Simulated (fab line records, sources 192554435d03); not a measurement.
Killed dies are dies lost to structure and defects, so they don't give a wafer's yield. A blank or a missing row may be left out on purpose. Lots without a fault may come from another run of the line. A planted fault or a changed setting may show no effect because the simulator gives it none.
fab line records | flow n5_finfet
record lots=4 wafers=12 last_day=16
route steps=1938 shown BEOL_M11@1552
lots that met no fault: from a run of the same line without faults
start_h: hours from the record's first day to the start of the lot's first wafer shown | wait_h: hours since the lot's step before | " the same as in the row above | L1.1+2: a row that stands for several wafers | - no value, or no start given | * or withheld: withheld | < > ~ a bound
route shown NAME@n: a module of which the file shows steps, and the number in the route of the first | usual: mean/standard deviation of fault-free wafers | same: alike in all rows | chamber/n: place in a boat | sites: the reading at each site | _std_site: their standard deviation | _edge_site: outer sites' mean less inner sites' | radius_mm: how far each site lies from the wafer's centre | mask NAME#n: copy n | behind: the tool/chamber that last shaped the wafer | hold: why the lot was held/for how many hours/how that ended | device: the transistor (n, p or np) that didn't switch | end of line: the same wafers' tests at the end of the route | a step without rows: its recipe alone | killed: dies lost to structure and defects at the first sort, not the wafer's yield | map: a wafer's dies, x killed, . not, _ none there
set.NAME: the setting as run; set.NAME@STEP: as run at that earlier step | model.NAME: the simulator's own value behind a step, which no gauge read
lots at some steps of the route; a table a step, a row a wafer
services: from which hour (start_h, from the record's first day; less than 0 if before it) a tool's chamber was out of use, for how many hours, and why
## steps
# step N5_BEOL_M11_DESCUM_16
# recipe chemistry=O2 time_s=7.9 source_power_w=50 bias_power_w=20 pressure_mtorr=20 rf_frequency_hz=2.712e+07 temp_c=40 resist=CAR-ArF o2_flow_sccm=225
# step N5_BEOL_M11_ETCH_61
# recipe chemistry=CF4 target=SiARC target_depth_a=390 mask_material=CAR-ArF time_s=65 ion_energy_ev=80 pressure_mtorr=40 source_w=545 bias_w=36 Ar_flow_sccm=100 cf4_flow_sccm=100 ends=cleared
# step N5_BEOL_M11_ETCH_62
# recipe chemistry=N2/H2 target=SOC target_depth_a=1100 overetch_a=220 mask_material=SiARC temp_c=40 time_s=165 ion_energy_ev=200 pressure_mtorr=30 source_w=840 bias_w=150 n2_flow_sccm=200 h2_flow_sccm=200
# step N5_BEOL_M11_STRIP_68
# recipe chemistry=N2/H2 temp_c=40 n2_flow_sccm=200 h2_flow_sccm=200 rf_frequency_hz=6e+07
# step N5_BEOL_M11_STRIP_67
# recipe chemistry=CF4 resist=SiARC power_w=300 bias_power_w=75 pressure_mtorr=50 cf4_flow_sccm=150 rf_frequency_hz=6e+07
# step N5_BEOL_M11_HM_OPEN_17
# recipe chemistry=Cl2/BCl3 target_depth_a=200 overetch_a=60 target=TiN mask_material=SOC ion_energy_ev=150 pressure_mtorr=10 icp_w=1000 bias_w=126 Cl2_flow_sccm=53.25 bcl3_flow_sccm=21.75 Ar_flow_sccm=25
# step N5_BEOL_M11_STRIP_19
# recipe chemistry=O2 power_w=400 temp_c=40 pressure_mtorr=30 rf_frequency_hz=6e+07 bias_power_w=0 overash_fraction=0.2 o2_flow_sccm=225
# step N5_BEOL_M11_COAT_63
# recipe resist=SOC temp_c=250 time_s=60 spin_rpm=1500 resist_thk_nm=100
# step N5_BEOL_M11_COAT_64
# recipe resist=SiARC temp_c=220 time_s=60 spin_rpm=1500 resist_thk_nm=30
# step N5_BEOL_M11_COAT_22
# recipe resist=CAR-ArF spin_rpm=1500 resist_thk_nm=90
# usual spin_speed_rpm=1500.2/0.95
# columns lot.wafer tool chamber start_h wait_h spin_speed_rpm model.CAR-ArF_of_BEOL_M11_COAT_22.thk_nm
L551.2 litho_track-05 0 248.29 - 1499.0 90.4
L551.3 " 0 " " 1500.4 90.2
L551.4 " 0 " " 1498.8 90.4
L560.2 litho_track-05 0 316.28 - 1255.5 98.4
L560.3 " 0 " " 1254.5 98.6
L560.6 " 0 " " 1255.6 98.4
L564.1 litho_track-05 0 330.52 - 1255.0 98.4
L564.3 " 0 " " 1254.6 98
L564.4 " 0 " " 1254.6 98.2
L567.2 litho_track-03 0 346.45 - 1499.9 89.6
L567.3 " 0 " " 1500.8 90
L567.6 " 0 " " 1500.0 89.8
# step N5_BEOL_M11_EBR_24
# recipe solvent=PGMEA ebr_width_mm=1.5
# step N5_BEOL_M11_SOFTBAKE_23
# recipe temp_c=110 time_s=60 resist=CAR-ArF
# step N5_BEOL_M11_EXPOSE_25
# recipe mask_id=V10 na=1.35 source_shape=annular sigma_inner=0.5 sigma_outer=0.8 polarization=unpolarized dose_mj=85.5
# step N5_BEOL_M11_PEB_26
# recipe peb_temp_c=withheld peb_time_s=60 resist=CAR-ArF
# step N5_BEOL_M11_DEVELOP_27
# recipe develop_time_s=30 developer=TMAH resist=CAR-ArF rinse_liquid=diw dry=air_spin dev_temp_c=23
# step N5_BEOL_M11_DESCUM_33
# recipe chemistry=O2 time_s=7.9 source_power_w=50 bias_power_w=20 pressure_mtorr=20 rf_frequency_hz=2.712e+07 temp_c=40 resist=CAR-ArF o2_flow_sccm=225
# step N5_BEOL_M11_ETCH_65
# recipe chemistry=CF4 target=SiARC target_depth_a=390 mask_material=CAR-ArF time_s=65 ion_energy_ev=80 pressure_mtorr=40 source_w=545 bias_w=36 Ar_flow_sccm=100 cf4_flow_sccm=100 ends=cleared
# usual drypump_motor_current_A=5.6/0.44 etch_rf_on_time_s=64.3/1.6 oes_product_au=0.70/0.076 rf_vpp_V=183.7/1.1 showerhead_plenum_p_Torr=2.12/0.07 throttle_valve_pct=15.44/0.19
# columns lot.wafer tool chamber start_h wait_h drypump_motor_current_A etch_rf_on_time_s oes_product_au rf_hours_counter_h rf_vpp_V showerhead_plenum_p_Torr throttle_valve_pct model.CAR-ArF_of_BEOL_M11_COAT_22.thk_nm
L551.2 rie_diel-03 1 248.71 0.0 6.3 61.6 0.81 7 184.6 2.19 15.59 56
L551.3 " 2 " " 5.0 62.5 0.78 29 184.0 2.18 15.29 55.8
L551.4 " 2 " " 5.0 62.8 0.77 - 182.7 2.18 15.29 56
L560.2 rie_diel-01 0 316.64 0.0 4.9 65.7 0.74 44 184.1 2.10 15.27 64
L560.3 " 2 " " 5.2 64.8 0.64 179 181.9 2.06 15.63 64.2
L560.6 " 3 " " 5.6 65.9 0.61 - 186.5 2.22 15.59 64
L564.1 rie_diel-03 0 331.12 0.0 6.0 62.5 0.80 21 183.3 2.09 15.06 63.8
L564.3 " 2 " " 5.0 64.1 0.72 56 184.9 2.17 15.35 63.6
L564.4 " 3 " " 5.7 63.3 0.80 14 184.1 2.11 15.45 63.6
L567.2 rie_diel-04 0 346.94 0.0 5.8 62.2 0.79 25 182.8 2.09 15.49 55
L567.3 " 2 " " 6.2 67.1 0.68 100 184.4 2.16 15.24 55.4
L567.6 " 1 " " 5.7 65.4 0.61 - 181.4 1.96 15.48 55.2
# step N5_BEOL_M11_ETCH_66
# recipe chemistry=N2/H2 target=SOC target_depth_a=1200 overetch_a=240 mask_material=SiARC temp_c=40 time_s=180 ion_energy_ev=200 pressure_mtorr=30 source_w=840 bias_w=150 n2_flow_sccm=200 h2_flow_sccm=200
## services
# columns tool chamber start_h hours kind
rie_diel-03 0 234.11 - clean
rie_diel-03 0 234.11 - consumable_replace:focus_ring
rie_diel-03 0 234.11 26.9 scheduled_down
rie_diel-03 0 234.11 26.9 vent_cycle
rie_diel-04 0 235.68 - clean
rie_diel-04 0 235.68 - consumable_replace:focus_ring
rie_diel-04 0 235.68 26.3 scheduled_down
rie_diel-04 0 235.68 26.3 vent_cycle
rie_diel-04 - 237.68 2.8 pm
rie_diel-01 0 254.85 1.3 repair
rie_diel-03 3 261.00 - clean
rie_diel-03 3 261.00 - consumable_replace:focus_ring
rie_diel-03 3 261.00 17.3 scheduled_down
rie_diel-03 3 261.00 17.3 vent_cycle
rie_diel-01 0 269.55 3.6 repair
rie_diel-04 - 288.48 2.1 repair
rie_diel-01 1 305.80 8.6 repair
rie_diel-03 1 336.61 1.6 repair
rie_diel-04 3 336.67 - clean
rie_diel-04 3 336.67 - consumable_replace:focus_ring
rie_diel-04 3 336.67 - consumable_replace:showerhead
rie_diel-04 3 336.67 23.6 scheduled_down
rie_diel-04 3 336.67 23.6 vent_cycle
## key
first_sign step=N5_BEOL_M11_COAT_22 reading=spin_speed_rpm direction=down sigmas=99+ usual=* struck=*
effect none on later readings
model_effect step=N5_BEOL_M11_COAT_22 value=CAR-ArF_of_BEOL_M11_COAT_22.thk_nm without=89.93 struck=98.33
model_effect step=N5_BEOL_M11_ETCH_65 value=CAR-ArF_of_BEOL_M11_COAT_22.thk_nm without=55.5 struck=63.87
met_at N5_BEOL_M11_COAT_22
struck_wafers L560.2,L560.3,L560.6,L564.1,L564.3,L564.4
onset_between 248.29 316.28
fault kind=process_parameter_drift tool=litho_track-05 chamber=- onset_h=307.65 steps=N5_BEOL_M11_COAT_22 channel=spin_rpm offset=* shape=step end_h=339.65 acts_in=* stated=*
